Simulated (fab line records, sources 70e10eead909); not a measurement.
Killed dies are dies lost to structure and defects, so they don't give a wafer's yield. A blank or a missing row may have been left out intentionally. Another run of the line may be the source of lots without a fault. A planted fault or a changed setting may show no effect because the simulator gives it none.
Matching of chambers | flow nand_harc | NHARC_A_M1_CMP_23 on cmp-04: 4 sister chambers
The step polishes, t overpolish 20 s, target thk 154.34 nm. 7 wafers are shown with their chamber, then 7 later ones without.

== WAFERS PAIRED WITH THEIR CHAMBERS ==
wafer  | chamber | motor_current_A (A) | time_to_endpoint_s (s)
L078.6 | 2       | 13.5                | 34.6
L080.4 | 0       | 11.3                | 26.4
L080.5 | 2       | 12.9                | 30.7
L084.3 | 1       | 12.7                | 28.6
L084.6 | 3       | 13.7                | 26.7
L089.2 | 0       | 12.2                | 28.9
L089.4 | 3       | 13.5                | 26.8

== WAFERS WITHOUT THEIR CHAMBER ==
wafer  | motor_current_A (A) | time_to_endpoint_s (s)
L089.6 | 11.4                | 30.3
L093.1 | 12.5                | 27.2
L093.2 | 13.3                | 24.2
L093.4 | 12.8                | 26.4
L095.3 | 12.6                | 31.1
L095.4 | 13.2                | 23.5
L095.6 | 14.0                | 28.8

== WHICH CHAMBER EACH ONE RAN IN ==
wafer  | from the rows above               | in truth
L089.6 | can't be placed: 0 or 1           | 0
L093.1 | can't be placed: 1 or 0 or 3      | 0
L093.2 | can't be placed: 3 or 1           | 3
L093.4 | can't be placed: 1 or 3 or 0      | 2
L095.3 | can't be placed: 1 or 2 or 0 or 3 | 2
L095.4 | can't be placed: 3 or 1 or 0      | 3
L095.6 | can't be placed: 3 or 2 or 1      | 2
Correct placement for 0 of the 7. Not placeable from these rows: 7 (in 6, the candidates include the true chamber). Number placed wrongly: 0.
How it was worked out, from the rows above alone: a wafer's distance from a chamber is the root of the sum, over the readings, of the square of ((its reading less the chamber's mean) divided by the reading's scatter). If the next closest chamber is less than 2 further off than the closest, the wafer can't be placed; otherwise it belongs to the closest. The mean given for a chamber averages the wafers shown for that chamber. The scatter: the root of (the sum of the squares of (reading less its chamber's mean) over the shown wafers, divided by (wafers less chambers)).
